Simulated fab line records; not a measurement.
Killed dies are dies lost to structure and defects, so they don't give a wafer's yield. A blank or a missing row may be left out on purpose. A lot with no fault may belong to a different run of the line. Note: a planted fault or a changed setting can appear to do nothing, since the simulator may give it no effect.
fab line records | flow n5Finfet
record: lots: 5 | wafers: 13 | lastDay: 17
route steps=1938 shown SD_EPI_N@275 SD_EPI_P@295 BEOL_M4@1111 PASSIVATION@1936
lots that met no fault: taken from a fault-free run of the same line
startH: hours from the record's opening day to when the first of the lot's shown wafers began | waitH: hours elapsed since this lot's preceding step | " repeats the value in the row above | L1.1+2: several wafers, shown together as one row | - no value, or no start was given | * or withheld: withheld | < > ~ a bound
route shown NAME@n: NAME is a module with steps in the file, n the number in the route of the first one | usual: average and standard deviation across the fault-free wafers | same: alike in all rows | chamber/n: place in a boat | sites: each site's reading | _std_site: standard deviation across them | _edge_site: outer sites' mean less inner sites' | radiusMm: how far each site lies from the wafer's centre | mask NAME#n: copy n | behind: the tool/chamber that last shaped the wafer | hold: reason for holding the lot/hours on hold/outcome of the hold | device: the n, p or np transistor that did not switch | end of line: the tests these same wafers got at the end of their route | a step given without rows: its recipe and nothing more | killed: not the wafer's yield, but the dies lost to structure and defects at the first sort | map: shows each die of a wafer: x if killed, . if not, _ if none is there
set.NAME: the setting as run; set.NAME@STEP: as run at that earlier step | model.NAME: the simulator's own value behind a step, which no gauge read
certain route steps with their lots: each step a table, each wafer a row
services: a tool's chamber out of use, with start hour (startH, from the record's first day; less than 0 if before it), hours out, and reason
== steps ==
step: N5_SD_EPI_N_ETCH_35
recipe: chemistry: N2/H2 | target: SOC | overetchA: 1080 | maskMaterial: SiARC | tempC: 40 | ionEnergyEv: 100 | sourceW: 3000 | biasW: 133 | pressureMtorr: 20 | timeS: 486 | n2FlowSccm: 200 | h2FlowSccm: 200
step: N5_SD_EPI_N_STRIP_36
recipe: chemistry: N2/H2 | tempC: 40 | n2FlowSccm: 200 | h2FlowSccm: 200 | rfFrequencyHz: 6e+07
step: N5_SD_EPI_N_ETCHBACK_44
recipe: chemistry: CH3F/O2 | mode: anisotropicEtchback | target: SiNx | targetDepthA: 145 | stopOn: SiO2 | overEtchFrac: 0.3 | ionEnergyEv: 120 | pressureMtorr: 30 | sourceW: 395 | biasW: 73 | Ar_flow_sccm: 150 | CH3F_flow_sccm: 30 | O2_flow_sccm: 20
step: N5_SD_EPI_N_ETCH_45
recipe: chemistry: CH3F/O2 | target: SiOCN | targetDepthA: 60 | maskMaterial: SOC | ionEnergyEv: 60 | biasW: 29 | pressureMtorr: 15 | sourceW: 410 | Ar_flow_sccm: 150 | CH3F_flow_sccm: 30 | O2_flow_sccm: 20
step: N5_SD_EPI_N_ETCH_16
recipe: chemistry: CHF3/O2 | target: SiO2 | targetDepthA: 50 | maskMaterial: SOC | pressureMtorr: 30 | sourceW: 650 | biasW: 170 | Ar_flow_sccm: 200 | CHF3_flow_sccm: 50 | O2_flow_sccm: 5 | ionEnergyEv: 200
step: N5_SD_EPI_N_STRIP_47
recipe: chemistry: CHF3/O2 | resist: SiARC | rfFrequencyHz: 6e+07
step: N5_SD_EPI_N_SD_RECESS_17
recipe: chemistry: HBr/Cl2/O2 | targetDepthA: 410 | maskMaterial: SOC | timeS: 23.7 | btTimeS: 3 | pressureMtorr: 10 | icpW: 800 | biasW: 112 | HBr_flow_sccm: 150 | Cl2_flow_sccm: 80 | O2_flow_sccm: 12
step: N5_SD_EPI_N_STRIP_38
recipe: chemistry: N2/H2 | powerW: 1000 | tempC: 250 | h2Frac: 0.65 | overashFraction: 0.3 | pressureMtorr: withheld | n2FlowSccm: 1750 | h2FlowSccm: 3250
step: N5_SD_EPI_N_WET_ETCH_43
recipe: chemistry: dHF | dilution: withheld | timeS: 14 | target: SiO2 | targetDepthA: 15 | tempC: 25
step: N5_SD_EPI_N_STRIP_18
recipe: chemistry: SPM | timeS: 750 | tempC: 130 | h2so4H2o2VolRatio: 4
step: N5_SD_EPI_N_SRD_20
recipe: dry: ipaMarangoni | doPpb: 5 | timeS: 30 | tempC: 23 | rinseLiquid: diw
step: N5_SD_EPI_N_PRECLEAN_48
recipe: chemistry: NF3:NH3 | afsCycles: 2 | tempC: 30 | timeS: 20 | sublimationTempC: 180 | sublimationTimeS: 60 | pressureTorr: 3 | rfPowerW: 30
step: N5_SD_EPI_N_VAPOR_ETCH_50
recipe: chemistry: HCl | target: Si | tempC: 775 | timeS: 54 | pressureTorr: 20 | mode: isotropic
usual: throttleValvePct: 11.4/0.35
lot.wafer | tool        | chamber | startH | waitH | throttleValvePct
L114.4    | epiRpcvd-01 | 0       | 69.14  | 0.3   | 11.2
L114.5    | "           | 0       | "      | "     | 11.3
L114.6    | "           | 0       | "      | "     | 11.2
L118.2    | epiRpcvd-01 | 0       | 91.28  | 0.3   | 11.0
L118.6    | "           | 0       | "      | "     | 11.3
L119.4    | epiRpcvd-01 | 0       | 97.79  | 0.2   | 10.9
L119.6    | "           | 0       | "      | "     | 11.3
L127.1    | epiRpcvd-01 | 0       | 154.32 | 0.4   | 11.0
L127.3    | "           | 0       | "      | "     | 11.0
L127.6    | "           | 0       | "      | "     | 11.3
L129.1    | epiRpcvd-01 | 0       | 158.64 | 0.4   | 11.0
L129.2    | "           | 0       | "      | "     | 11.2
L129.3    | "           | 0       | "      | "     | 11.1
step: N5_SD_EPI_N_EPI_21
recipe: material: Si:P | dopant: P | tempC: 680 | pressureTorr: 255 | timeS: 690
step: N5_SD_EPI_N_PRECLEAN_24
recipe: chemistry: O3/DIW | timeS: 60 | tempC: 22 | o3Ppm: 10
step: N5_SD_EPI_N_SRD_25
recipe: timeS: 30 | tempC: 23 | rinseLiquid: diw | dry: ipaMarangoni
step: N5_SD_EPI_N_PRECLEAN_49
recipe: chemistry: NF3:NH3 | afsCycles: 1 | tempC: 30 | timeS: 20 | sublimationTempC: 180 | sublimationTimeS: 60 | pressureTorr: 3 | rfPowerW: 30
step: N5_SD_EPI_N_LINER_46
recipe: material: SiNx | targetThkA: 30 | tempC: 400 | aldPrecursorFamily: SiH2I2 | aldCoReactant: N2/H2-plasma | pressureTorr: 2
step: N5_SD_EPI_P_COAT_34
recipe: resist: SOC | tempC: 250 | timeS: 60 | spinRpm: 1500 | resistThkNm: 350
step: N5_SD_EPI_P_COAT_35
recipe: resist: SiARC | tempC: 220 | timeS: 60 | spinRpm: 1500 | resistThkNm: 35
step: N5_SD_EPI_P_COAT_03
recipe: resist: CAR-ArF-block | spinRpm: 1500 | resistThkNm: 150
step: N5_SD_EPI_P_EBR_05
recipe: solvent: PGMEA | ebrWidthMm: 1.5
step: N5_SD_EPI_P_SOFTBAKE_04
recipe: tempC: 110 | timeS: 60 | resist: CAR-ArF-block
step: N5_SD_EPI_P_EXPOSE_06
recipe: maskId: SD_P_BLK | na: 1.35 | sourceShape: conventional | sigmaOuter: 0.8 | polarization: unpolarized | targetCdNm: 240 | doseMj: 39.5
step: N5_SD_EPI_P_PEB_07
recipe: pebTempC: 110 | pebTimeS: 60 | resist: CAR-ArF-block
step: N5_SD_EPI_P_DEVELOP_08
recipe: developTimeS: 30 | developer: TMAH | resist: CAR-ArF-block | devTempC: 23 | rinseLiquid: diw | dry: airSpin
step: N5_SD_EPI_P_DESCUM_14
recipe: chemistry: O2 | timeS: 7.9 | sourcePowerW: 50 | biasPowerW: 20 | pressureMtorr: 20 | rfFrequencyHz: 2.712e+07 | tempC: 40 | resist: CAR-ArF-block | o2FlowSccm: 225
step: N5_SD_EPI_P_ETCH_36
recipe: chemistry: CF4 | target: SiARC | targetDepthA: 455 | maskMaterial: CAR-ArF-block | timeS: 75.8 | ionEnergyEv: 80 | pressureMtorr: 40 | sourceW: 545 | biasW: 36 | Ar_flow_sccm: 100 | cf4FlowSccm: 100 | ends: cleared
step: N5_SD_EPI_P_ETCH_37
recipe: chemistry: N2/H2 | target: SOC | overetchA: 1080 | maskMaterial: SiARC | tempC: 40 | ionEnergyEv: 100 | sourceW: 3000 | biasW: 133 | pressureMtorr: 20 | timeS: 486 | n2FlowSccm: 200 | h2FlowSccm: 200 | ends: endPoint
step: N5_SD_EPI_P_STRIP_38
recipe: chemistry: N2/H2 | tempC: 40 | n2FlowSccm: 200 | h2FlowSccm: 200 | rfFrequencyHz: 6e+07
step: N5_SD_EPI_P_ETCHBACK_46
recipe: chemistry: CH3F/O2 | mode: anisotropicEtchback | target: SiNx | targetDepthA: 175 | stopOn: SiO2 | overEtchFrac: 0.3 | ionEnergyEv: 120 | pressureMtorr: 30 | sourceW: 395 | biasW: 73 | Ar_flow_sccm: 150 | CH3F_flow_sccm: 30 | O2_flow_sccm: 20
step: N5_SD_EPI_P_ETCH_47
recipe: chemistry: CH3F/O2 | target: SiOCN | targetDepthA: 250 | maskMaterial: SOC | ionEnergyEv: 60 | biasW: 29 | pressureMtorr: 30 | sourceW: 410 | Ar_flow_sccm: 150 | CH3F_flow_sccm: 30 | O2_flow_sccm: 20
step: N5_SD_EPI_P_ETCH_16
recipe: chemistry: CHF3/O2 | target: SiO2 | targetDepthA: 50 | maskMaterial: SOC | pressureMtorr: 30 | sourceW: 650 | biasW: 170 | Ar_flow_sccm: 200 | CHF3_flow_sccm: 50 | O2_flow_sccm: 5 | ionEnergyEv: 200
step: N5_SD_EPI_P_STRIP_50
recipe: chemistry: CHF3/O2 | resist: SiARC | rfFrequencyHz: 6e+07
step: N5_SD_EPI_P_SD_RECESS_17
recipe: chemistry: HBr/Cl2/O2 | targetDepthA: 391 | btTimeS: 3 | pressureMtorr: 10 | icpW: 800 | biasW: 112 | HBr_flow_sccm: 150 | Cl2_flow_sccm: 80 | O2_flow_sccm: 12
step: N5_SD_EPI_P_WET_ETCH_45
recipe: chemistry: dHF | dilution: withheld | timeS: 10.7 | target: SiO2 | targetDepthA: 20 | tempC: 25 | dry: ipaMarangoni | rinseTimeS: 30 | rinseTempC: 23
step: N5_SD_EPI_P_STRIP_40
recipe: chemistry: N2/H2 | powerW: 1000 | tempC: 250 | h2Frac: 0.65 | overashFraction: 0.3 | pressureMtorr: withheld | n2FlowSccm: 1750 | h2FlowSccm: 3250
step: N5_BEOL_M4_RC_MEAS_101
usual: DIBL_N: 36.5/1.4 | DIBL_P: 36.6/1.9 | IOFF_N: 0.167/0.029 | IOFF_N_85C: 3.2/0.46 | IOFF_N_LIN: 0.076/0.011 | IOFF_P: 0.21/0.033 | ION_N: 674/12 | ION_P: 460/8.9 | REXT_N: 75.8/1.7 | SS_N: 71.6/0.57 | SS_P: 73.4/0.61 | VT_N: 249/3.3 | VT_N_LVT: 98/3.4 | VT_P: -250/3.3
lot.wafer | tool      | chamber | startH | waitH | DIBL_N[mV/V] | DIBL_P[mV/V] | IOFF_N[nA/um] | IOFF_N_85C[nA/um] | IOFF_N_LIN[nA/um] | IOFF_P[nA/um] | ION_N[uA/um] | ION_P[uA/um] | REXT_N[ohm.um] | SS_N[mV/dec] | SS_P[mV/dec] | VT_N[mV] | VT_N_LVT[mV] | VT_P[mV]
L114.4    | prober-02 | 0       | 181.71 | 0.5   | 35.8         | 35.8         | 0.140         | 2.8               | 0.066             | 0.21          | 670          | 461          | 75.3           | 71.5         | 73.5         | 254      | 102          | -252
L114.5    | "         | 0       | "      | "     | 36.9         | 38.3         | 0.173         | 3.4               | 0.081             | 0.25          | 686          | 469          | 74.5           | 71.6         | 73.7         | 247      | 98           | -249
L114.6    | "         | 0       | "      | "     | 29.8         | 36.5         | 0.079         | 1.7               | 0.043             | 0.22          | 619          | 463          | 95.2           | 69.6         | 73.2         | 261      | 110          | -249
L118.2    | prober-01 | 0       | 210.39 | 0.2   | 36.1         | 35.6         | 0.172         | 3.3               | 0.080             | 0.24          | 693          | 479          | 74.2           | 71.5         | 74.2         | 247      | 95           | -244
L118.6    | "         | 0       | "      | "     | 30.5         | 36.8         | 0.093         | 2.0               | 0.050             | 0.28          | 626          | 479          | 92.8           | 70.5         | 74.0         | 257      | 106          | -243
L119.4    | prober-02 | 0       | 210.66 | 0.5   | 34.2         | 34.0         | 0.130         | 2.6               | 0.062             | 0.18          | 657          | 453          | 76.1           | 71.4         | 72.8         | 251      | 99           | -252
L119.6    | "         | 0       | "      | "     | 31.5         | 38.0         | 0.098         | 2.1               | 0.051             | 0.23          | 622          | 467          | 95.5           | 71.0         | 74.1         | 256      | 105          | -249
L127.1    | prober-01 | 0       | 268.40 | 0.0   | 37.2         | 36.0         | 0.143         | 2.9               | 0.062             | 0.17          | 645          | 444          | 77.2           | 71.6         | 73.7         | 252      | 102          | -257
L127.3    | "         | 0       | "      | "     | 38.2         | 37.0         | 0.149         | 3.0               | 0.068             | 0.17          | 659          | 447          | 76.7           | 71.8         | 72.9         | 252      | 101          | -257
L127.6    | "         | 0       | "      | "     | 38.0         | 36.6         | 0.152         | 3.1               | 0.068             | 0.17          | 665          | 445          | 77.6           | 71.4         | 72.8         | 250      | 101          | -256
L129.1    | prober-01 | 0       | 289.23 | 0.0   | 36.2         | 35.8         | 0.151         | 2.9               | 0.070             | 0.19          | 667          | 455          | 75.4           | 72.2         | 73.4         | 252      | 100          | -252
L129.2    | "         | 0       | "      | "     | 38.6         | 39.5         | 0.195         | 3.6               | 0.086             | 0.25          | 667          | 460          | 75.1           | 72.0         | 74.2         | 248      | 97           | -249
L129.3    | "         | 0       | "      | "     | 38.4         | 38.6         | 0.184         | 3.4               | 0.083             | 0.23          | 688          | 466          | 75.2           | 71.4         | 73.7         | 249      | 98           | -250
step: N5_PASSIVATION_PROBE_49
usual: defectLimitedYield: 91.2/1.6 | killed_at_M0_to_M3: 34/11 | killed_at_M4_up: 14/5.7 | killedAtContacts: 14/6.6 | killedAtFrontEnd: 37/10 | killedAtOther: 4/3.2 | killedDies: 104/19 | killedOpen: 69/13 | killedShort: 33/8.7 | sort_bin_5_function: 5.1/1 | sort_bin_6_memory: 3.3/0.76 | sort_bin_8_speed: 0.00/0.016 | sortNPass: 1076/19 | sortYieldPct: 91.2/1.6
same: grossDies: 1180 | killedAtBackSide: 0 | sort_bin_4_leakage[%]: 0
lot.wafer | tool      | chamber | startH | waitH | defectLimitedYield[%] | killed_at_M0_to_M3 | killed_at_M4_up | killedAtContacts | killedAtFrontEnd | killedAtOther | killedDies | killedOpen | killedShort | sort_bin_5_function[%] | sort_bin_6_memory[%] | sort_bin_8_speed[%] | sortNPass | sortYieldPct[%]
L114.4    | prober-02 | -       | 275.91 | 0.2   | 93.0                  | 17                 | 18              | 14               | 25               | 9             | 83         | 48         | 30          | 4.0                    | 2.6                  | 0                   | 1097      | 93.0
L114.5    | prober-02 | -       | 275.96 | 0.2   | 91.7                  | 32                 | 22              | 5                | 37               | 2             | 98         | 70         | 26          | 5.0                    | 3.1                  | 0                   | 1082      | 91.7
L114.6    | prober-02 | -       | 276.01 | 0.3   | 93.1                  | 13                 | 9               | 7                | 50               | 3             | 82         | 53         | 25          | 4.1                    | 2.5                  | 62.37               | 362       | 30.7
L118.2    | prober-02 | -       | 305.05 | 0.1   | 90.4                  | 37                 | 12              | 21               | 38               | 5             | 113        | 70         | 40          | 5.4                    | 3.7                  | 0                   | 1067      | 90.4
L118.6    | prober-02 | -       | 305.25 | 0.3   | 92.3                  | 35                 | 18              | 11               | 26               | 1             | 91         | 58         | 33          | 4.4                    | 2.8                  | 37.12               | 651       | 55.2
L119.4    | prober-02 | -       | 308.84 | 0.2   | 92.7                  | 33                 | 10              | 15               | 26               | 2             | 86         | 63         | 22          | 4.7                    | 2.6                  | 0                   | 1094      | 92.7
L119.6    | prober-02 | -       | 308.94 | 0.3   | 94.3                  | 18                 | 13              | 11               | 23               | 2             | 67         | 47         | 20          | 3.1                    | 2.5                  | 13.31               | 956       | 81.0
L127.1    | prober-02 | -       | 373.93 | 0.0   | 91.4                  | 28                 | 15              | 12               | 46               | 0             | 101        | 66         | 34          | 4.7                    | 3.6                  | 0                   | 1079      | 91.4
L127.3    | prober-02 | -       | 374.03 | 0.1   | 90.8                  | 25                 | 18              | 16               | 48               | 1             | 108        | 84         | 24          | 6.0                    | 3.0                  | 0                   | 1072      | 90.8
L127.6    | prober-02 | -       | 374.18 | 0.3   | 91.8                  | 32                 | 13              | 13               | 39               | 0             | 97         | 71         | 25          | 5.0                    | 3.1                  | 0                   | 1083      | 91.8
L129.1    | prober-01 | -       | 395.73 | 0.0   | 91.8                  | 40                 | 8               | 7                | 40               | 2             | 97         | 63         | 33          | 4.7                    | 3.2                  | 0                   | 1083      | 91.8
L129.2    | prober-01 | -       | 395.78 | 0.1   | 90.7                  | 33                 | 12              | 14               | 46               | 5             | 110        | 76         | 28          | 5.6                    | 2.9                  | 0                   | 1070      | 90.7
L129.3    | prober-01 | -       | 395.83 | 0.1   | 90.6                  | 48                 | 15              | 9                | 36               | 3             | 111        | 79         | 28          | 5.3                    | 3.5                  | 0                   | 1069      | 90.6
killed by level:class
L114.4 MOL_CONTACT_COAG:geometricParticle:open=10 STI_FIN_REVEAL:geometricParticle:open=6 BEOL_M0_SAQP:geometricParticle:short=5 BEOL_M4:geometricParticle:open=5 GATE_CUT:geometricParticle:short=4 MOL_CONTACT_COAG:geometricParticle:short=4 MIM_BOT:geometricParticle:short=4 BEOL_M1:geometricParticle:open=3
L114.5 STI_FIN_REVEAL:geometricParticle:open=16 BEOL_M0_SAQP:geometricParticle:short=8 BEOL_M4:geometricParticle:open=7 FIN_SAQP:geometricParticle:open=6 BEOL_M1:geometricParticle:open=6 BEOL_M0_SAQP:geometricParticle:open=5 BEOL_M5:geometricParticle:open=5 MOL_CONTACT_COAG:geometricParticle:open=4
L114.6 STI_FIN_REVEAL:geometricParticle:open=14 FIN_SAQP:geometricParticle:short=8 FIN_SAQP:geometricParticle:open=6 MOL_CONTACT_COAG:geometricParticle:open=6 DUMMY_GATE:geometricParticle:open=5 BEOL_M4:geometricParticle:open=5 STI_FIN_REVEAL:geometricParticle:short=3 DUMMY_GATE:geometricParticle:short=3
L118.2 MOL_CONTACT_COAG:geometricParticle:open=12 BEOL_M0_SAQP:geometricParticle:short=10 BEOL_M0_SAQP:geometricParticle:open=10 STI_FIN_REVEAL:geometricParticle:open=9 MOL_CONTACT_COAG:geometricParticle:short=9 BEOL_M2:geometricParticle:open=9 BEOL_M4:geometricParticle:open=8 GATE_CUT:geometricParticle:short=6
L118.6 MOL_CONTACT_COAG:geometricParticle:open=8 BEOL_M0_SAQP:geometricParticle:open=8 BEOL_M3:geometricParticle:open=7 FIN_SAQP:geometricParticle:short=6 BEOL_M1:geometricParticle:open=6 GATE_CUT:geometricParticle:short=5 BEOL_M0_SAQP:geometricParticle:short=5 BEOL_M5:geometricParticle:open=5
L119.4 MOL_CONTACT_COAG:geometricParticle:open=15 BEOL_M1:geometricParticle:open=9 BEOL_M0_SAQP:geometricParticle:open=6 BEOL_M2:geometricParticle:open=5 BEOL_M3:geometricParticle:open=5 STI_FIN_REVEAL:geometricParticle:short=4 GATE_CUT:geometricParticle:short=4 GATE_CUT:geometricParticle:open=4
L119.6 MOL_CONTACT_COAG:geometricParticle:open=10 STI_FIN_REVEAL:geometricParticle:open=8 BEOL_M4:geometricParticle:open=6 BEOL_M1:geometricParticle:open=5 BEOL_M7:geometricParticle:open=4 GATE_CUT:geometricParticle:short=4 BEOL_M0_SAQP:geometricParticle:short=4 BEOL_M2:geometricParticle:open=4
L127.1 FIN_SAQP:geometricParticle:short=14 MOL_CONTACT_COAG:geometricParticle:open=11 FIN_SAQP:geometricParticle:open=10 BEOL_M1:geometricParticle:open=8 BEOL_M0_SAQP:geometricParticle:open=8 BEOL_M0_SAQP:geometricParticle:short=5 STI_FIN_REVEAL:geometricParticle:open=4 BEOL_M5:geometricParticle:open=4
L127.3 FIN_SAQP:geometricParticle:open=20 MOL_CONTACT_COAG:geometricParticle:open=14 BEOL_M0_SAQP:geometricParticle:open=10 FIN_SAQP:geometricParticle:short=6 BEOL_M0_SAQP:geometricParticle:short=6 STI_FIN_REVEAL:geometricParticle:open=5 BEOL_M4:geometricParticle:open=5 GATE_CUT:geometricParticle:open=4
L127.6 FIN_SAQP:geometricParticle:open=12 STI_FIN_REVEAL:geometricParticle:open=11 MOL_CONTACT_COAG:geometricParticle:open=10 BEOL_M2:geometricParticle:open=7 BEOL_M0_SAQP:geometricParticle:short=6 BEOL_M0_SAQP:geometricParticle:open=5 BEOL_M0:geometricParticle:open=5 FIN_SAQP:geometricParticle:short=4
L129.1 FIN_SAQP:geometricParticle:open=13 BEOL_M3:geometricParticle:open=8 FIN_SAQP:geometricParticle:short=7 BEOL_M2:geometricParticle:open=7 MOL_CONTACT_COAG:geometricParticle:open=6 BEOL_M0_SAQP:geometricParticle:open=6 BEOL_M0_SAQP:geometricParticle:short=5 GATE_CUT:geometricParticle:short=4
L129.2 STI_FIN_REVEAL:geometricParticle:open=13 MOL_CONTACT_COAG:geometricParticle:open=12 FIN_SAQP:geometricParticle:open=9 BEOL_M1:geometricParticle:open=9 BEOL_M3:geometricParticle:open=9 HKMG_FIN:areaEtch=5 GATE_CUT:geometricParticle:short=4 BEOL_M0_SAQP:geometricParticle:short=4
L129.3 BEOL_M0_SAQP:geometricParticle:open=12 BEOL_M2:geometricParticle:open=10 FIN_SAQP:geometricParticle:open=9 MOL_CONTACT_COAG:geometricParticle:open=8 BEOL_M3:geometricParticle:open=8 BEOL_M7:geometricParticle:open=6 FIN_SAQP:geometricParticle:short=4 BEOL_M1:geometricParticle:open=4
map L114.5 (x killed, . not)
_________________..x......x..________________
______________.................._____________
___________.....x................x.__________
__________...x................x....x_________
________......x.....x.......x........._______
_______................................______
______........................x........._____
_____x............................x......____
____....x.......xxx....x...........x......___
___.......x......x.................x.......__
___.xx...................................x.__
__...xx..............x.........x...x........_
__...x...............................x......_
_.................x.....x..........x.x..x.x.x
_............x...........x....x......x.......
_..........x.xx........x........x............
_.......................................x....
_...x.....xx................x...........x.x..
_.x.............................x............
_.xx......x......x....x......x...............
_..........x...........................x.x.x.
__..x.....................x................._
__...x....x...................x..x........x._
___.......................x.........x......__
___.......x...........x....................__
____..........x...................x.......___
_____....x.....x........x................____
______...........................x......_____
_______....................x...........______
________.............x.x...........x.._______
__________x..x....x..x............x._________
___________.......x..x.............__________
______________.....x............_____________
_________________.....x....x.________________
map L118.2 (x killed, . not)
_________________...x..x.....________________
______________.....x............_____________
___________.............x..........__________
__________.x........x.........x....x_________
________........x................x...._______
_______x.xx.....xx.......x...........x.______
______.x............x.............x....._____
_____.x..............x.......x...x.......____
____x.............x.x.......x.......xx....___
___..x....................x.x..............__
___..........xxx..x......x..x..............__
__....x..............x......................_
__.x..........................x...x.....x..._
_.x..........x.....x...............x.......x.
_....x..............x........................
_...................x................x.......
_x...................x...........x.........x.
_......................x.....................
_.x.............x.x......x.x........x.x......
_.....x.......x.....x........................
_...........x..............x.................
__..............x......xxx.x........x.....x._
__.x..............................x....x..x._
___.................x......x...........x...__
___...x..........x.x..............x.....x..__
____.....x.......x........................___
_____........x........x.......x.......x..____
______....................x.........x..._____
_______.........x...........x...x.x....______
________..........x..x................_______
__________..x.....x................._________
___________..................x.....__________
______________....xx............_____________
_________________x...xx....x.________________
== services ==
tool        | chamber | startH | hours | kind
epiRpcvd-01 | -       | 106.04 | 5.4   | repair
epiRpcvd-01 | -       | 117.05 | 1.3   | repair
== key ==
firstSign: step: N5_BEOL_M4_RC_MEAS_101 | reading: REXT_N | direction: up | sigmas: 11 | usual: 75.8 | struck: 94.5
effect: step: N5_BEOL_M4_RC_MEAS_101 | reading: ION_N | direction: down | sigmas: 4.3 | usual: 674 | struck: 622
effect: step: N5_BEOL_M4_RC_MEAS_101 | reading: DIBL_N | direction: down | sigmas: 4.1 | usual: 36.5 | struck: 30.6
effect: step: N5_BEOL_M4_RC_MEAS_101 | reading: IOFF_N_85C | direction: down | sigmas: 2.9 | usual: 3.2 | struck: 1.9
effect: step: N5_BEOL_M4_RC_MEAS_101 | reading: VT_N_LVT | direction: up | sigmas: 2.8 | usual: 98 | struck: 107
effect: step: N5_BEOL_M4_RC_MEAS_101 | reading: VT_N | direction: up | sigmas: 2.8 | usual: 249 | struck: 258
effect: step: N5_BEOL_M4_RC_MEAS_101 | reading: IOFF_N | direction: down | sigmas: 2.7 | usual: 0.167 | struck: 0.090
effect: step: N5_BEOL_M4_RC_MEAS_101 | reading: IOFF_N_LIN | direction: down | sigmas: 2.6 | usual: 0.076 | struck: 0.048
effect: step: N5_BEOL_M4_RC_MEAS_101 | reading: SS_N | direction: down | sigmas: 2.2 | usual: 71.6 | struck: 70.4
effect: step: N5_PASSIVATION_PROBE_49 | reading: sort_bin_8_speed | direction: up | sigmas: 99+ | usual: 0.00 | struck: 37.60
metAt N5_SD_EPI_N_VAPOR_ETCH_50
struckWafers L114.6,L118.6,L119.6
fault: kind: processParameterDrift | tool: epiRpcvd-01 | chamber: - | onsetH: 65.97 | steps: N5_SD_EPI_N_VAPOR_ETCH_50 | channel: timeS | offset: * | shape: step | endH: 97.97 | scope: struckWafersOnly | actsIn: * | stated: *
